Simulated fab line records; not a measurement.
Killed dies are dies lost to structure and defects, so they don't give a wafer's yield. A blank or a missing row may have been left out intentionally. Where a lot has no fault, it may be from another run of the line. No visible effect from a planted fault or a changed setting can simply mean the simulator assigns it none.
fab line records    flow n5_finfet    part 2 of 2: steps 44 to 44 of 44
record: lots: 6  wafers: 18  last_day: 15
route steps=1938 shown STI_FIN_REVEAL@184 DUMMY_GATE@212 BEOL_M4@1111 PASSIVATION@1936
lots untouched by any fault: they come from a run of this same line in which no faults occurred
start_h: hours from the record's first day to the start of the lot's first wafer shown    wait_h: hours elapsed since this lot's preceding step    " unchanged from the row above    L1.1+2: a row that stands for several wafers    - no value present, or no start provided    * or withheld: withheld    < > ~ a bound
route shown NAME@n: NAME is a module with steps in the file, n the number in the route of the first one    usual: mean and standard deviation over wafers with no fault    same: alike in all rows    chamber/n: place in a boat    sites: the reading at each site    _std_site: standard deviation of those values    _edge_site: outer sites' mean less inner sites'    radius_mm: how far each site lies from the wafer's centre    mask NAME#n: copy n    behind: the tool/chamber that last shaped the wafer    hold: why the lot was held/for how many hours/how that ended    device: whichever transistor did not switch (one of n, p or np)    end of line: tests run on the same wafers once the route is complete    a step with no rows: only its recipe    killed: count of dies lost to structure and defects at first sort (not the wafer's yield)    map: a wafer's dies, x killed, . not, _ none there
set.NAME: the setting as run; set.NAME@STEP: as run at that earlier step    model.NAME: the simulator's own value behind a step, which no gauge read
lots seen at some steps along the route; tables by step, rows by wafer
services: the hour from which a tool's chamber was out of use, counted from the record's first day as start_h (under 0 if before that day), plus the number of hours and why
== steps ==
step: N5_PASSIVATION_PROBE_49
usual: defect_limited_yield: 91.5/1.5  killed_at_M0_to_M3: 32/9.4  killed_at_M4_up: 12/5.1  killed_at_contacts: 11/7.4  killed_at_front_end: 41/11  killed_at_other: 3.4/2.5  killed_dies: 100/17  killed_on_rim: 13/4.4  killed_open: 65/14  killed_short: 33/7  sort_bin_5_function: 4.9/0.96  sort_bin_6_memory: 3.1/0.7  sort_n_pass: 1080/17  sort_yield_pct: 91.5/1.5
same: gross_dies: 1180  killed_at_back_side: 0  sort_bin_4_leakage[%]: 0  sort_bin_8_speed[%]: 0
lot.wafer  tool       chamber  start_h  wait_h  defect_limited_yield[%]  killed_at_M0_to_M3  killed_at_M4_up  killed_at_contacts  killed_at_front_end  killed_at_other  killed_dies  killed_on_rim  killed_open  killed_short  sort_bin_5_function[%]  sort_bin_6_memory[%]  sort_n_pass  sort_yield_pct[%]
L360.1     prober-01  -        255.69   0.0     92.3                     27                  14               8                   38                   4                91           7              56           26            3.9                     3.1                   1089         92.3
L360.3     prober-01  -        255.79   0.1     93.6                     22                  7                14                  29                   4                76           13             44           23            3.8                     1.4                   1104         93.6
L360.4     prober-01  -        255.84   0.2     92.7                     26                  10               11                  32                   7                86           9              43           43            4.2                     2.9                   1094         92.7
L359.1     prober-02  -        264.47   0.0     92.5                     42                  17               6                   22                   2                89           9              59           30            4.7                     2.8                   1091         92.5
L359.2     prober-02  -        264.52   0.1     90.8                     30                  14               8                   50                   6                108          10             62           38            4.6                     3.2                   1072         90.8
L359.4     prober-02  -        264.62   0.2     93.8                     17                  7                8                   39                   2                73           12             38           26            3.4                     1.9                   1107         93.8
L362.2     prober-02  -        289.77   0.1     89.8                     48                  10               14                  44                   4                120          10             77           43            5.2                     4.8                   1060         89.8
L362.4     prober-02  -        289.87   0.2     91.0                     23                  9                7                   63                   4                106          10             71           34            5.5                     3.1                   1074         91.0
L362.5     prober-02  -        289.92   0.2     90.5                     23                  17               23                  44                   5                112          14             83           27            6.0                     3.3                   1068         90.5
L372.3     prober-02  -        339.84   0.1     93.6                     17                  4                12                  43                   0                76           11             35           40            3.7                     2.3                   1104         93.6
L372.5     prober-02  -        339.94   0.2     91.4                     36                  17               1                   45                   2                101          13             61           37            4.7                     3.8                   1079         91.4
L372.6     prober-02  -        339.99   0.3     93.9                     22                  8                7                   35                   0                72           10             38           33            3.8                     1.9                   1108         93.9
L374.2     prober-02  -        342.76   0.1     91.9                     20                  23               11                  40                   1                95           14             71           22            4.7                     2.9                   1085         91.9
L374.3     prober-02  -        342.81   0.1     91.7                     43                  10               4                   40                   1                98           10             65           33            4.7                     3.4                   1082         91.7
L374.5     prober-02  -        342.91   0.2     93.4                     25                  11               7                   35                   0                78           10             57           21            3.9                     2.6                   1102         93.4
L377.2     prober-02  -        355.39   0.1     95.3                     19                  5                8                   22                   2                56           2              34           22            3.0                     1.7                   1124         95.3
L377.3     prober-02  -        355.44   0.1     90.7                     33                  18               6                   44                   9                110          11             65           45            5.6                     3.1                   1070         90.7
L377.4     prober-02  -        355.49   0.2     91.7                     41                  14               8                   33                   2                98           10             66           32            4.7                     3.1                   1082         91.7
killed by level:class
L360.1 HKMG_FIN:area_etch=8 BEOL_M0_SAQP:geometric_particle:open=7 BEOL_M2:geometric_particle:open=6 BEOL_M4:geometric_particle:open=6 FIN_SAQP:geometric_particle:open=5 STI_FIN_REVEAL:geometric_particle:open=5 MOL_CONTACT_COAG:geometric_particle:open=5 DUMMY_GATE:geometric_particle:open=4
L360.3 MOL_CONTACT_COAG:geometric_particle:open=12 HKMG_FIN:area_etch=9 DUMMY_GATE:geometric_particle:open=6 BEOL_M1:geometric_particle:open=5 BEOL_M4:geometric_particle:open=5 STARTING-WAFER:geometric_particle:short=4 GATE_CUT:geometric_particle:open=3 BEOL_M1:geometric_particle:short=3
L360.4 GATE_CUT:geometric_particle:short=8 BEOL_M2:geometric_particle:open=7 MOL_CONTACT_COAG:geometric_particle:short=6 STARTING-WAFER:geometric_particle:short=6 MOL_CONTACT_COAG:geometric_particle:open=5 FIN_SAQP:geometric_particle:open=4 BEOL_M0_SAQP:geometric_particle:short=4 BEOL_M2:geometric_particle:short=4
L359.1 BEOL_M2:geometric_particle:open=12 FIN_SAQP:geometric_particle:short=10 BEOL_M3:geometric_particle:open=7 BEOL_M4:geometric_particle:open=6 MOL_CONTACT_COAG:geometric_particle:open=5 BEOL_M0_SAQP:geometric_particle:short=5 BEOL_M3:geometric_particle:short=5 BEOL_M1:geometric_particle:open=4
L359.2 FIN_SAQP:geometric_particle:short=15 FIN_SAQP:geometric_particle:open=11 BEOL_M0_SAQP:geometric_particle:open=11 HKMG_FIN:area_etch=7 BEOL_M4:geometric_particle:open=6 DUMMY_GATE:geometric_particle:open=5 MOL_CONTACT_COAG:geometric_particle:open=5 BEOL_M0_SAQP:geometric_particle:short=5
L359.4 FIN_SAQP:geometric_particle:short=13 HKMG_FIN:area_etch=9 MOL_CONTACT_COAG:geometric_particle:open=6 BEOL_M0_SAQP:geometric_particle:short=5 BEOL_M2:geometric_particle:open=5 FIN_SAQP:geometric_particle:open=4 BEOL_M0_SAQP:geometric_particle:open=4 BEOL_M4:geometric_particle:open=4
L362.2 STI_FIN_REVEAL:geometric_particle:open=20 BEOL_M0_SAQP:geometric_particle:short=16 MOL_CONTACT_COAG:geometric_particle:open=13 BEOL_M0_SAQP:geometric_particle:open=12 GATE_CUT:geometric_particle:short=6 BEOL_M3:geometric_particle:open=6 BEOL_M4:geometric_particle:open=5 BEOL_M2:geometric_particle:open=5
L362.4 STI_FIN_REVEAL:geometric_particle:open=21 GATE_CUT:geometric_particle:short=11 FIN_SAQP:geometric_particle:open=9 MOL_CONTACT_COAG:geometric_particle:open=6 BEOL_M0_SAQP:geometric_particle:open=6 STI_FIN_REVEAL:geometric_particle:short=5 GATE_CUT:geometric_particle:open=5 BEOL_M2:geometric_particle:open=5
L362.5 MOL_CONTACT_COAG:geometric_particle:open=20 BEOL_M4:geometric_particle:open=10 FIN_SAQP:geometric_particle:open=8 STI_FIN_REVEAL:geometric_particle:open=7 BEOL_M1:geometric_particle:open=7 GATE_CUT:geometric_particle:open=6 BEOL_M3:geometric_particle:open=6 FIN_SAQP:geometric_particle:short=5
L372.3 MOL_CONTACT_COAG:geometric_particle:open=9 FIN_SAQP:geometric_particle:short=7 BEOL_M0_SAQP:geometric_particle:short=7 STARTING-WAFER:geometric_particle:short=6 STI_FIN_REVEAL:geometric_particle:open=5 SPACER0:geometric_particle:short=5 GATE_CUT:geometric_particle:short=5 GATE_CUT:geometric_particle:open=5
L372.5 FIN_SAQP:geometric_particle:short=11 BEOL_M4:geometric_particle:open=8 GATE_CUT:geometric_particle:short=8 BEOL_M0_SAQP:geometric_particle:short=8 BEOL_M1:geometric_particle:open=8 BEOL_M2:geometric_particle:open=7 BEOL_M3:geometric_particle:open=7 GATE_CUT:geometric_particle:open=6
L372.6 MOL_CONTACT_COAG:geometric_particle:open=7 FIN_SAQP:geometric_particle:open=6 BEOL_M0_SAQP:geometric_particle:short=6 FIN_SAQP:geometric_particle:short=5 DUMMY_GATE:geometric_particle:open=5 SPACER0:geometric_particle:short=5 STARTING-WAFER:geometric_particle:short=5 BEOL_M2:geometric_particle:open=5
L374.2 BEOL_M2:geometric_particle:open=10 MOL_CONTACT_COAG:geometric_particle:open=9 BEOL_M4:geometric_particle:open=8 FIN_SAQP:geometric_particle:open=7 DUMMY_GATE:geometric_particle:open=7 GATE_CUT:geometric_particle:short=6 STI_FIN_REVEAL:geometric_particle:open=5 FIN_SAQP:geometric_particle:short=4
L374.3 STI_FIN_REVEAL:geometric_particle:open=17 BEOL_M0:geometric_particle:short=8 BEOL_M3:geometric_particle:open=8 BEOL_M0_SAQP:geometric_particle:open=7 BEOL_M2:geometric_particle:open=7 GATE_CUT:geometric_particle:short=6 BEOL_M0_SAQP:geometric_particle:short=6 GATE_CUT:geometric_particle:open=4
L374.5 BEOL_M2:geometric_particle:open=10 DUMMY_GATE:geometric_particle:open=9 FIN_SAQP:geometric_particle:open=6 BEOL_M3:geometric_particle:open=6 BEOL_M4:geometric_particle:open=6 DUMMY_GATE:geometric_particle:short=4 MOL_CONTACT_COAG:geometric_particle:open=4 GATE_CUT:geometric_particle:short=3
L377.2 BEOL_M0_SAQP:geometric_particle:open=4 MOL_CONTACT_COAG:geometric_particle:open=4 MOL_CONTACT_COAG:geometric_particle:short=4 BEOL_M2:geometric_particle:open=4 FIN_SAQP:geometric_particle:short=3 ILD0:geometric_particle:short=3 BEOL_M1:geometric_particle:open=3 BEOL_M3:geometric_particle:open=3
L377.3 FIN_SAQP:geometric_particle:open=13 BEOL_M0_SAQP:geometric_particle:short=8 BEOL_M0_SAQP:geometric_particle:open=8 BEOL_M4:geometric_particle:open=8 MIM_TOP_ETCH:geometric_particle:short=6 FIN_SAQP:geometric_particle:short=5 DUMMY_GATE:geometric_particle:open=5 GATE_CUT:geometric_particle:short=5
L377.4 FIN_SAQP:geometric_particle:open=8 BEOL_M0_SAQP:geometric_particle:open=8 BEOL_M0_SAQP:geometric_particle:short=8 BEOL_M2:geometric_particle:open=7 MOL_CONTACT_COAG:geometric_particle:open=6 BEOL_M3:geometric_particle:open=6 FIN_SAQP:geometric_particle:short=5 BEOL_M1:geometric_particle:open=5
== services ==
tool           chamber  start_h  hours  kind
rie_diel-02    -        11.62    1.2    repair
rie_si-05      -        26.19    0.8    repair
ald_sin-03     3        29.19    3.4    repair
rie_diel-02    3        29.92    4.2    repair
rie_si-04      -        33.80    2.8    pm
rie_diel-04    0        35.51    9.4    repair
rie_diel-02    3        55.90    7.6    repair
ald_sin-01     2        60.29    9.5    repair
cmp-03         -        60.63    3.7    repair
rie_si-04      -        73.32    0.3    repair
rie_diel-02    0        75.70    2.6    repair
rtp_anneal-02  -        78.63    5.4    pm
ald_sin-01     1        79.30    4.7    repair
ald_sin-01     -        79.79    1.8    repair
cmp-04         -        82.93    3.9    pm
ald_sin-02     -        85.44    14.0   pm
rie_diel-06    2        87.77    25.7   repair
rie_diel-02    3        89.46    1.7    repair
rie_si-05      2        92.68    9.2    repair
cmp-04         -        99.77    4.0    pm
ald_sin-02     0        104.27   2.5    repair
rie_diel-04    3        109.30   9.0    repair
ald_sin-01     2        137.36   3.6    repair
rie_si-05      -        148.84   0.3    repair
